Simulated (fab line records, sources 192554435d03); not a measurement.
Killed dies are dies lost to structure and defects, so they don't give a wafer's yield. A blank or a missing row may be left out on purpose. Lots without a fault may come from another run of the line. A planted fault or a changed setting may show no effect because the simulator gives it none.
Split-lot experiment | flow n5_finfet | 7 lots, 39 wafers read, on a route of 1938 steps

THE SPLIT
At N5_BEOL_M2_ETCH_70 (etches SOC in N2/H2, target depth 80 nm, overetch 24 nm, time 130 s), the setting time_s was moved away from the recipe's 130 s on 12 of the 39 wafers read, by -36.8% to +43.8%. The other wafers ran this setting at the recipe's value.

The reading is taken at the split's own step.

THE READING
SiARC_of_BEOL_M2_COAT_68.thk_nm (the simulator's own value, which no gauge read), in nm, at N5_BEOL_M2_ETCH_70 (etches SOC in N2/H2, target depth 80 nm, overetch 24 nm, time 130 s). The file gives no usual value for it. The 27 wafers here that ran the recipe average 5.8 nm, standard deviation 0.099 nm.

wafer  | tool, chamber at the split | time_s as run, s | against the recipe | SiARC_of_BEOL_M2_COAT_68.thk_nm, nm | against lot-mates on the recipe
L084.1 | rie_diel-01, 2,0           | 82.21            | -36.8%             | 8                                   | +2.2
L084.2 | rie_diel-01, 2,0           | 82.21            | -36.8%             | 8                                   | +2.2
L084.3 | rie_diel-01, 3,2,1         | 130              | recipe             | 5.8                                 | -
L084.5 | rie_diel-01, 3,2,1         | 130              | recipe             | 5.8                                 | -
L084.6 | rie_diel-01, 3,2,1         | 130              | recipe             | 5.8                                 | -
L084.4 | rie_diel-01, 1             | 82.21            | -36.8%             | 8.2                                 | +2.4
L085.3 | rie_diel-04, 3,2           | 130              | recipe             | 5.8                                 | -
L085.6 | rie_diel-04, 3,2           | 130              | recipe             | 5.8                                 | -
L085.4 | rie_diel-04, 0             | 130              | recipe             | 6                                   | -
L089.1 | rie_diel-02, 3             | 130              | recipe             | 6                                   | -
L089.2 | rie_diel-02, 1,0,3,1,0     | 130              | recipe             | 5.8                                 | -
L089.3 | rie_diel-02, 1,0,3,1,0     | 130              | recipe             | 5.8                                 | -
L089.4 | rie_diel-02, 1,0,3,1,0     | 130              | recipe             | 5.8                                 | -
L089.5 | rie_diel-02, 1,0,3,1,0     | 130              | recipe             | 5.8                                 | -
L089.6 | rie_diel-02, 1,0,3,1,0     | 130              | recipe             | 5.8                                 | -
L090.1 | rie_diel-04, 1             | 130              | recipe             | 5.8                                 | -
L090.2 | rie_diel-04, 3             | 130              | recipe             | 5.6                                 | -
L090.3 | rie_diel-04, 2,0           | 186.9            | +43.8%             | 3.2                                 | -2.6
L090.4 | rie_diel-04, 2,0           | 186.9            | +43.8%             | 3.2                                 | -2.6
L090.5 | rie_diel-04, 0             | 130              | recipe             | 6                                   | -
L090.6 | rie_diel-04, 3             | 186.9            | +43.8%             | 3                                   | -2.8
L091.1 | rie_diel-04, 3,0,1,2       | 130              | recipe             | 5.8                                 | -
L091.3 | rie_diel-04, 3,0,1,2       | 130              | recipe             | 5.8                                 | -
L091.4 | rie_diel-04, 3,0,1,2       | 130              | recipe             | 5.8                                 | -
L091.6 | rie_diel-04, 3,0,1,2       | 130              | recipe             | 5.8                                 | -
L091.2 | rie_diel-04, 2,1           | 130              | recipe             | 6                                   | -
L091.5 | rie_diel-04, 2,1           | 130              | recipe             | 6                                   | -
L095.1 | rie_diel-01, 1             | 104.1            | -19.9%             | 7                                   | +1.3
L095.6 | rie_diel-01, 1             | 104.1            | -19.9%             | 7                                   | +1.3
L095.2 | rie_diel-01, 0             | 130              | recipe             | 5.6                                 | -
L095.3 | rie_diel-01, 2             | 130              | recipe             | 5.8                                 | -
L095.5 | rie_diel-01, 2             | 130              | recipe             | 5.8                                 | -
L095.4 | rie_diel-01, 3             | 104.1            | -19.9%             | 7.2                                 | +1.5
L097.1 | rie_diel-04, 3,0,2         | 130              | recipe             | 5.8                                 | -
L097.3 | rie_diel-04, 3,0,2         | 130              | recipe             | 5.8                                 | -
L097.5 | rie_diel-04, 3,0,2         | 130              | recipe             | 5.8                                 | -
L097.2 | rie_diel-04, 1,2           | 157.1            | +20.8%             | 4.6                                 | -1.2
L097.4 | rie_diel-04, 1,2           | 157.1            | +20.8%             | 4.6                                 | -1.2
L097.6 | rie_diel-04, 3             | 157.1            | +20.8%             | 4.4                                 | -1.4
Where a row lists several chambers, the file gives one row for several wafers and doesn't say which wafer went through which chamber.

THE FIT
A straight line over all 39 wafers: SiARC_of_BEOL_M2_COAT_68.thk_nm changes by -0.0614 nm for each +1% of time_s; r = -1.00; the points scatter about the line by 0.1 nm.
The same after taking each lot's own level away (the mean of its wafers on the recipe; 39 wafers): -0.0618 nm for each +1%; r = -1.00; scatter 0.098 nm.
On that fit, the largest move of time_s shifts the reading by 2.7 nm.
The lots' own levels span 5.73 to 5.87 nm, that is 1.3 times the standard deviation above.
So the lot-to-lot level changes the slope little: the two slopes agree.
Check: with one of the wafers moved furthest among these (+43.8%) left out of the fit, the line predicts -2.71 nm for it against its lot-mates. It came out at -2.6 nm against them.

OTHER SPLITS ON THESE WAFERS
These wafers also went through other splits before the reading. Each is held against what the fit with the lots' levels taken away leaves over:
other split on the same wafers              | wafers away from the commonest value | r with SiARC_of_BEOL_M2_COAT_68.thk_nm (lot level and that fit taken away)
N5_MOL_CONTACT_COAG_ETCH_124 target_depth_a | 6                                    | -0.02

THE FILE'S OWN FIT
SiARC_of_BEOL_M2_COAT_68.thk_nm changes by -0.0617 nm for each +1% of time_s, r = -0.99.
